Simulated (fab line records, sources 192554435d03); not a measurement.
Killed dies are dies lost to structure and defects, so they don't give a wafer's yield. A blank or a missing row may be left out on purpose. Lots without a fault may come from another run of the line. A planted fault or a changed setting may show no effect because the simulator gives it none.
fab line records | flow n5_finfet
record lots=11 wafers=31 last_day=18
route steps=1938 shown BEOL_M3@1005 BEOL_M4@1021
lots that met no fault: from a run of the same line without faults
start_h: hours from the record's first day to the start of the lot's first wafer shown | wait_h: hours since the lot's step before | " the same as in the row above | L1.1+2: a row that stands for several wafers | - no value, or no start given | * or withheld: withheld | < > ~ a bound
route shown NAME@n: a module of which the file shows steps, and the number in the route of the first | usual: mean/standard deviation of fault-free wafers | same: alike in all rows | chamber/n: place in a boat | sites: the reading at each site | _std_site: their standard deviation | _edge_site: outer sites' mean less inner sites' | radius_mm: how far each site lies from the wafer's centre | mask NAME#n: copy n | behind: the tool/chamber that last shaped the wafer | hold: why the lot was held/for how many hours/how that ended | device: the transistor (n, p or np) that didn't switch | end of line: the same wafers' tests at the end of the route | a step without rows: its recipe alone | killed: dies lost to structure and defects at the first sort, not the wafer's yield | map: a wafer's dies, x killed, . not, _ none there
set.NAME: the setting as run; set.NAME@STEP: as run at that earlier step | model.NAME: the simulator's own value behind a step, which no gauge read
steps of the route over a sample of lots; a table a step, a row a wafer
services: from which hour (start_h, from the record's first day; less than 0 if before it) a tool's chamber was out of use, for how many hours, and why
## steps
# step N5_BEOL_M3_ANNEAL_91
# recipe temp_c=400 time_s=240 ambient=vacuum
# usual heater_power_w=763/77
# columns lot.wafer tool chamber start_h wait_h heater_power_w
L742.2 pvd_sputter-01 - 153.77 0.0 668
L742.3 " - " " 781
L742.4 " - " " 636
L743.1 pvd_sputter-02 - 159.01 0.0 784
L743.2 " - " " 754
L743.5 " - " " 764
L749.1 pvd_sputter-03 - 200.00 0.0 743
L749.2 " - " " 778
L749.3 " - " " 742
L752.1 pvd_sputter-03 - 204.71 0.0 802
L752.3 " - " " 648
L752.6 " - " " 717
L751.2 pvd_sputter-02 - 214.05 0.0 829
L751.5 " - " " 856
L751.6 " - " " 741
L754.3 pvd_sputter-01 - 225.04 0.0 652
L754.4 " - " " 625
L754.5 " - " " 917
L757.1 pvd_sputter-02 - 244.69 0.0 755
L757.2 " - " " 790
L757.4 " - " " 858
L759.3 pvd_sputter-02 - 258.32 0.0 799
L759.4 " - " " 742
L759.6 " - " " 742
L763.2 pvd_sputter-03 - 276.25 0.0 820
L764.1 pvd_sputter-01 - 287.58 0.0 785
L764.3 " - " " 659
L764.4 " - " " 616
L765.1 pvd_sputter-02 - 293.84 0.0 815
L765.3 " - " " 820
L765.6 " - " " 795
# step N5_BEOL_M3_ANNEAL_93
# recipe temp_c=400 time_s=240 ambient=vacuum
# usual heater_power_w=759/78
# columns lot.wafer tool chamber start_h wait_h heater_power_w
L742.2 pvd_sputter-01 - 153.99 0.0 662
L742.3 " - " " 790
L742.4 " - " " 628
L743.1 pvd_sputter-02 - 159.23 0.0 765
L743.2 " - " " 751
L743.5 " - " " 745
L749.1 pvd_sputter-03 - 200.22 0.0 722
L749.2 " - " " 793
L749.3 " - " " 738
L752.1 pvd_sputter-03 - 204.93 0.0 810
L752.3 " - " " 648
L752.6 " - " " 735
L751.2 pvd_sputter-02 - 214.27 0.0 840
L751.5 " - " " 832
L751.6 " - " " 768
L754.3 pvd_sputter-01 - 225.26 0.0 643
L754.4 " - " " 622
L754.5 " - " " 952
L757.1 pvd_sputter-02 - 244.91 0.0 755
L757.2 " - " " 771
L757.4 " - " " 838
L759.3 pvd_sputter-02 - 258.54 0.0 773
L759.4 " - " " 742
L759.6 " - " " 733
L763.2 pvd_sputter-03 - 276.47 0.0 806
L764.1 pvd_sputter-01 - 287.80 0.0 774
L764.3 " - " " 641
L764.4 " - " " 629
L765.1 pvd_sputter-02 - 294.06 0.0 830
L765.3 " - " " 820
L765.6 " - " " 764
# step N5_BEOL_M3_ANNEAL_51
# recipe temp_c=225 time_s=90 ambient=N2
# usual wafer_temp_C_max=225.60/0.22
# columns lot.wafer tool chamber start_h wait_h wafer_temp_C_max
L742.2 rtp_anneal-01 0 154.59 0.1 225.69
L742.3 " 0 " " 225.75
L742.4 " 0 " " 225.84
L743.1 rtp_anneal-01 0 159.79 0.1 225.24
L743.2 " 0 " " 225.40
L743.5 " 0 " " 225.35
L749.1 rtp_anneal-02 0 200.78 0.1 225.63
L749.2 " 0 " " 225.87
L749.3 " 0 " " 225.87
L752.1 rtp_anneal-01 0 205.48 0.1 225.53
L752.3 " 0 " " 225.61
L752.6 " 0 " " 225.51
L751.2 rtp_anneal-02 0 214.87 0.1 225.56
L751.5 " 0 " " 225.77
L751.6 " 0 " " 225.76
L754.3 rtp_anneal-02 0 225.91 0.1 225.91
L754.4 " 0 " " 225.34
L754.5 " 0 " " 225.59
L757.1 rtp_anneal-01 0 245.46 0.1 225.67
L757.2 " 0 " " 225.22
L757.4 " 0 " " 225.43
L759.3 rtp_anneal-01 0 259.19 0.1 225.54
L759.4 " 0 " " 225.71
L759.6 " 0 " " 225.65
L763.2 rtp_anneal-01 0 277.07 0.1 225.63
L764.1 rtp_anneal-01 0 288.45 0.2 225.68
L764.3 " 0 " " 225.91
L764.4 " 0 " " 225.46
L765.1 rtp_anneal-01 0 294.61 0.1 225.35
L765.3 " 0 " " 225.49
L765.6 " 0 " " 225.69
# step N5_BEOL_M4_ILD_DEP_00
# recipe material=SiOC target_thk_a=790 temp_c=350 precursor=DEMS/O2 pressure_torr=5 rf_w=500 time_s=15.3
# usual heater_power_w=463/57 rf_fwd_power_W=494.6/1.9 showerhead_plenum_p_Torr=5.692/0.019 susceptor_temp_C=350.00/0.21 throttle_valve_pct=12.1/0.6
# columns lot.wafer tool chamber start_h wait_h heater_power_w rf_fwd_power_W showerhead_plenum_p_Torr susceptor_temp_C throttle_valve_pct
L742.2 pecvd-02 2 155.46 0.0 486 494.6 5.698 349.97 12.4
L742.3 " 1 " " 376 494.5 5.701 349.93 12.5
L742.4 " 1 " " 375 492.7 5.727 350.13 12.9
L743.1 pecvd-02 0 160.72 0.0 461 496.0 5.680 349.95 11.8
L743.2 " 1 " " 462 489.4 5.722 349.73 12.6
L743.5 " 2 " " 396 492.1 5.667 349.83 12.2
L749.1 pecvd-03 2 201.71 0.0 452 495.0 5.675 350.13 11.3
L749.2 " 0 " " 568 498.9 5.713 349.68 12.5
L749.3 " 0 " " 585 497.6 5.702 349.62 12.2
L752.1 pecvd-02 1 206.43 0.0 439 491.3 5.718 349.81 12.6
L752.3 " 0 " " 552 496.2 5.655 350.18 11.9
L752.6 " 0 " " 546 494.3 5.673 350.03 12.0
L751.2 pecvd-01 0 215.78 0.0 474 493.1 5.680 350.32 11.9
L751.5 " 1 " " 392 493.1 5.721 349.76 12.0
L751.6 " 2 " " 425 495.6 5.670 349.78 11.2
L754.3 pecvd-03 0 226.73 0.0 541 494.3 5.705 349.67 12.2
L754.4 " 2 " " 479 491.5 5.695 349.92 11.2
L754.5 " 0 " " 548 494.1 5.712 349.73 12.0
L757.1 pecvd-03 2 246.41 0.0 500 496.6 5.692 349.88 11.0
L757.2 " 1 " " 498 497.3 5.703 350.44 13.3
L757.4 " 0 " " 555 496.6 5.699 349.79 12.2
L759.3 pecvd-02 0 260.01 0.0 517 495.0 5.676 350.08 12.2
L759.4 " 0 " " 515 495.3 5.685 350.20 12.1
L759.6 " 2 " " 381 493.9 5.663 349.82 11.2
L763.2 pecvd-03 2 277.94 0.0 523 495.5 5.681 355.90 11.1
L764.1 pecvd-02 0 289.38 0.0 497 496.6 5.679 350.21 12.4
L764.3 " 2 " " 388 492.6 5.683 350.21 11.2
L764.4 " 2 " " 394 494.1 5.673 350.02 11.3
L765.1 pecvd-02 2 295.53 0.0 475 491.6 5.684 350.19 11.2
L765.3 " 0 " " 464 496.5 5.677 350.47 12.1
L765.6 " 0 " " 484 495.8 5.671 350.30 12.3
# step N5_BEOL_M4_RC_MEAS_101
# usual DIBL_N=36.5/1.4 DIBL_P=36.6/1.6 IOFF_N=0.160/0.024 IOFF_P=0.217/0.029 ION_N=674/8.7 ION_P=464/6.5 SS_N=71.6/0.47 SS_P=73.4/0.57 VT_N=250.0/2.5 VT_P=-250/3.1
# columns lot.wafer tool chamber start_h wait_h DIBL_N[mV/V] DIBL_P[mV/V] IOFF_N[nA/um] IOFF_P[nA/um] ION_N[uA/um] ION_P[uA/um] SS_N[mV/dec] SS_P[mV/dec] VT_N[mV] VT_P[mV]
L742.2 prober-02 0 167.21 0.2 38.0 37.7 0.172 0.236 676 466 71.7 72.8 250.4 -248
L742.3 " 0 " " 39.3 38.8 0.190 0.250 676 466 72.2 73.7 247.5 -247
L742.4 " 0 " " 36.9 36.6 0.149 0.218 673 468 71.5 73.6 252.5 -250
L743.1 prober-02 0 174.07 0.0 34.3 35.8 0.140 0.193 663 465 71.6 72.8 250.5 -251
L743.2 " 0 " " 35.2 36.7 0.143 0.203 666 461 71.8 72.6 251.5 -251
L743.5 " 0 " " 35.5 36.3 0.152 0.208 671 462 71.7 73.3 249.1 -249
L749.1 prober-01 0 216.01 0.0 38.3 38.1 0.188 0.269 683 473 71.7 74.7 248.0 -245
L749.2 " 0 " " 35.9 33.7 0.130 0.193 663 467 71.6 72.2 253.9 -249
L749.3 " 0 " " 37.5 36.4 0.166 0.238 663 462 72.2 73.8 250.4 -250
L752.1 prober-02 0 218.91 0.2 38.4 37.1 0.194 0.234 675 462 71.9 73.4 245.2 -250
L752.3 " 0 " " 37.3 36.7 0.182 0.243 687 467 71.9 74.1 248.5 -250
L752.6 " 0 " " 37.9 36.9 0.184 0.232 680 469 71.9 73.7 245.5 -251
L751.2 prober-02 0 234.03 0.2 36.5 33.8 0.151 0.192 676 461 71.2 72.1 250.4 -251
L751.5 " 0 " " 36.8 35.0 0.151 0.203 678 468 71.1 73.8 249.4 -251
L751.6 " 0 " " 37.5 35.5 0.163 0.220 677 466 71.2 73.2 249.3 -248
L754.3 prober-01 0 244.15 0.3 35.7 35.4 0.134 0.212 666 469 70.7 72.5 251.2 -249
L754.4 " 0 " " 37.9 37.3 0.174 0.239 681 465 72.1 73.1 249.5 -246
L754.5 " 0 " " 36.0 35.4 0.140 0.210 675 468 71.0 72.9 249.9 -249
L757.1 prober-01 0 263.39 0.0 39.6 40.9 0.225 0.299 692 480 72.1 74.3 245.3 -246
L757.2 " 0 " " 37.6 37.6 0.175 0.239 680 467 71.7 73.3 248.3 -248
L757.4 " 0 " " 34.9 34.8 0.131 0.190 664 463 70.7 73.4 250.8 -249
L759.3 prober-02 0 270.46 0.3 35.3 34.2 0.112 0.167 653 454 71.0 72.3 253.4 -255
L759.4 " 0 " " 36.1 35.6 0.127 0.185 663 462 71.2 73.1 254.9 -252
L759.6 " 0 " " 35.7 35.5 0.127 0.185 666 462 71.4 73.3 253.7 -252
L763.2 prober-01 0 286.53 0.2 34.7 34.1 0.133 0.208 670 466 70.7 73.3 252.9 -246
L764.1 prober-01 0 301.14 0.0 35.8 38.6 0.164 0.217 677 454 71.6 73.5 248.1 -249
L764.3 " 0 " " 34.8 37.1 0.143 0.193 677 461 70.9 73.4 252.1 -250
L764.4 " 0 " " 37.9 40.1 0.199 0.236 686 458 73.0 74.4 248.2 -249
L765.1 prober-02 0 304.14 0.0 37.0 36.3 0.169 0.218 677 459 72.2 72.9 249.2 -251
L765.3 " 0 " " 36.4 36.3 0.166 0.213 682 464 71.4 74.0 247.6 -252
L765.6 " 0 " " 36.7 36.4 0.173 0.222 680 464 72.0 73.8 247.2 -249
## services
# columns tool chamber start_h hours kind
pecvd-02 2 130.08 5.5 scheduled_down
pecvd-01 1 145.26 4.8 repair
pvd_sputter-03 - 168.44 10.5 repair
pecvd-03 1 182.27 23.1 repair
pecvd-02 2 202.38 - clean
pecvd-02 2 202.38 - consumable_replace:showerhead
pecvd-02 2 202.38 29.0 scheduled_down
pecvd-02 2 202.38 29.0 vent_cycle
pecvd-03 - 204.38 14.6 pm
pecvd-02 0 222.07 5.5 scheduled_down
pecvd-02 - 227.83 0.8 repair
pecvd-03 2 250.98 2.1 scheduled_down
pecvd-02 1 254.31 5.5 scheduled_down
pecvd-01 1 273.93 5.5 scheduled_down
pecvd-03 - 275.77 0.4 repair
pecvd-03 - 280.65 5.5 pm
## key
first_sign step=N5_BEOL_M4_ILD_DEP_00 reading=susceptor_temp_C direction=up sigmas=28 usual=* struck=*
effect none on later readings
met_at N5_BEOL_M4_ILD_DEP_00
struck_lots L763
struck_wafers L763.2
not_acting_at N5_BEOL_M3_ANNEAL_91,N5_BEOL_M3_ANNEAL_93,N5_BEOL_M3_ANNEAL_51
onset_between 246.41 277.94
fault kind=process_parameter_drift tool=pecvd-03 chamber=2 onset_h=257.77 steps=N5_BEOL_M4_ILD_DEP_00 channel=temp_c offset=* shape=step acts_in=* stated=*
